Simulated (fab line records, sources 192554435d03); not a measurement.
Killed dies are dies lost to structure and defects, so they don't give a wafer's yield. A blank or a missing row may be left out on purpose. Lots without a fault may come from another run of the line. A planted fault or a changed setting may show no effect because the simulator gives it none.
Split-lot experiment | flow n5_finfet | 7 lots, 21 wafers read, on a route of 1938 steps

THE SPLIT
At N5_DUMMY_GATE_ETCH_37 (etches SOC in N2/H2, target depth 60 nm, overetch 30 nm), the setting source_w was moved away from the recipe's 840 W on 6 of the 21 wafers read, by -12.0% to +6.2%. The other wafers ran this setting at the recipe's value.

The reading is taken at the split's own step.

THE READING
rf_vpp_V, in V, at N5_DUMMY_GATE_ETCH_37 (etches SOC in N2/H2, target depth 60 nm, overetch 30 nm). Fault-free wafers of this fab line usually give 523.8 V, standard deviation 2.1 V.

wafer  | tool, chamber at the split | source_w as run, W | against the recipe | rf_vpp_V, V | against lot-mates on the recipe
L079.1 | rie_diel-03, 2             | 840                | recipe             | 521.6       | -
L079.2 | rie_diel-03, 3             | 878.6              | +4.6%              | 517.5       | -4.1
L079.5 | rie_diel-03, 1             | 878.6              | +4.6%              | 517.2       | -4.4
L088.2 | rie_diel-01, 2             | 840                | recipe             | 524.3       | -
L088.4 | rie_diel-01, 1             | 739.1              | -12.0%             | 542.5       | +18.6
L088.6 | rie_diel-01, 3             | 840                | recipe             | 523.5       | -
L090.1 | rie_diel-04, 0             | 840                | recipe             | 526.2       | -
L090.3 | rie_diel-04, 3             | 840                | recipe             | 523.5       | -
L090.5 | rie_diel-04, 0             | 840                | recipe             | 526.7       | -
L092.1 | rie_diel-03, 3             | 840                | recipe             | 522.4       | -
L092.2 | rie_diel-03, 1             | 796.2              | -5.2%              | 535.0       | +12.6
L092.3 | rie_diel-03, 2             | 796.2              | -5.2%              | 529.4       | +7.0
L094.1 | rie_diel-01, 0             | 840                | recipe             | 526.1       | -
L094.4 | rie_diel-01, 1             | 840                | recipe             | 520.2       | -
L094.6 | rie_diel-01, 2             | 840                | recipe             | 523.7       | -
L095.1 | rie_diel-01, 1             | 840                | recipe             | 520.3       | -
L095.2 | rie_diel-01, 2             | 840                | recipe             | 524.2       | -
L095.6 | rie_diel-01, 3             | 840                | recipe             | 522.5       | -
L096.1 | rie_diel-04, 1             | 892.4              | +6.2%              | 515.6       | -9.4
L096.3 | rie_diel-04, 3             | 840                | recipe             | 521.7       | -
L096.6 | rie_diel-04, 1             | 840                | recipe             | 528.4       | -

THE FIT
A straight line over all 21 wafers: rf_vpp_V changes by -1.51 V for each +1% of source_w; r = -0.93; the points scatter about the line by 2.3 V.
The same after taking each lot's own level away (the mean of its wafers on the recipe; 21 wafers): -1.5 V for each +1%; r = -0.94; scatter 2.1 V.
On that fit, the largest move of source_w shifts the reading by 18 V.
The lots' own levels span 521.60 to 525.47 V, that is 1.8 times the standard deviation above.
So the lot-to-lot level changes the slope little: the two slopes agree.
Check: with one of the wafers moved furthest among these (-12.0%) left out of the fit, the line predicts +18.4 V for it against its lot-mates. It came out at +18.6 V against them.
Tool readings at the split's step, against how far the setting was moved: rf_vpp_V r = -0.93.

OTHER SPLITS ON THESE WAFERS
These wafers also went through other splits before the reading. Each is held against what the fit with the lots' levels taken away leaves over:
other split on the same wafers        | wafers away from the commonest value | r with rf_vpp_V (lot level and that fit taken away)
N5_FIN_SAQP_PECVD_48 time_s           | 8                                    | +0.11
N5_FIN_SAQP_DEVELOP_15 develop_time_s | 2                                    | -0.24
N5_FIN_CUT_EXPOSE_05 dose_mj          | 7                                    | -0.22
N5_STI_FIN_REVEAL_ETCHBACK_08 time_s  | 8                                    | -0.10
N5_STI_FIN_REVEAL_OXIDATION_31 time_s | 7                                    | -0.05

THE FILE'S OWN FIT
rf_vpp_V changes by -1.52 V for each +1% of source_w, r = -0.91.
